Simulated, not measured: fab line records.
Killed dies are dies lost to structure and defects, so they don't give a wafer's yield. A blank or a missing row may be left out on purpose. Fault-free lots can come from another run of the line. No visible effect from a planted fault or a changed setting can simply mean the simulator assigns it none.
2 desks, one fault    flow nand_harc    numbers are kept per desk, each desk with only its own; the story behind them comes last

== TOOL OWNER'S DESK, litho_track-01 ==
The tool's own readings at NHARC_A_M1_SOFTBAKE_04 (time 55 s): means of the sampled wafers that have a number, for each lot that ran on this tool. Marked OUT: a lot whose mean sits more than 4 standard deviations from the usual mean, which makes it out of limits; the brackets give that distance.
Columns: A = heater_power_total_W at NHARC_A_M1_SOFTBAKE_04, usual 188.45 W
lot   first seen here  A
L409  day 17 21:00     188.32
L421  day 20 17:00     188.39
L418  day 21 03:00     188.57
L425  day 22 03:00     199.84 (+88) OUT
L430  day 23 11:00     199.73 (+87) OUT
Finding of this desk: L425, L430 out of limits; the first was L425 at day 22 03:00, on heater_power_total_W at NHARC_A_M1_SOFTBAKE_04. In limits: L409, L421, L418.

== AT THE METROLOGY DESK ==
What the gauges read for every lot (on any tool): the sampled wafers with a number, averaged. Marked OUT: a lot whose mean sits more than 4 standard deviations from the usual mean, which makes it out of limits; the brackets give that distance.
Columns: A = thk_nm at NHARC_A_M0_THK_MEAS_24, usual 114.1 nm
lot   first seen here  A
L408  day 17 12:59     114.9
L409  day 17 20:41     115.0
L412  day 17 23:37     115.4
L411  day 18 02:20     113.5
L413  day 18 23:31     114.1
L414  day 19 14:14     113.7
L416  day 19 22:12     115.6
L420  day 20 15:50     114.6
L421  day 20 16:35     113.8
L418  day 21 02:17     115.1
L425  day 22 02:37     113.8
L431  day 23 05:07     113.1
L430  day 23 09:53     112.7
This desk's verdict: no lot among the 13 shows anything out of limits.

== BROUGHT TOGETHER ==
The tool owner's desk could have raised an alarm at day 22 03:00, on L425, L430.
Nothing out of limits was seen by the metrology desk.
The metrology desk has L425, L430 on record, within its limits.
Every lot named ran NHARC_A_M1_SOFTBAKE_04 on litho_track-01.

== WHAT WAS PUT IN BY THE SIMULATOR ==
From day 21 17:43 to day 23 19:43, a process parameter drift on litho_track-01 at NHARC_A_M1_SOFTBAKE_04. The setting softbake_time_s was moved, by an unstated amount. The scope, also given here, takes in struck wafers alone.
Shown lots that were struck: L425, L430.
Time in hours from fault onset to the first out-of-limits reading at each desk: the tool owner's desk, 9.
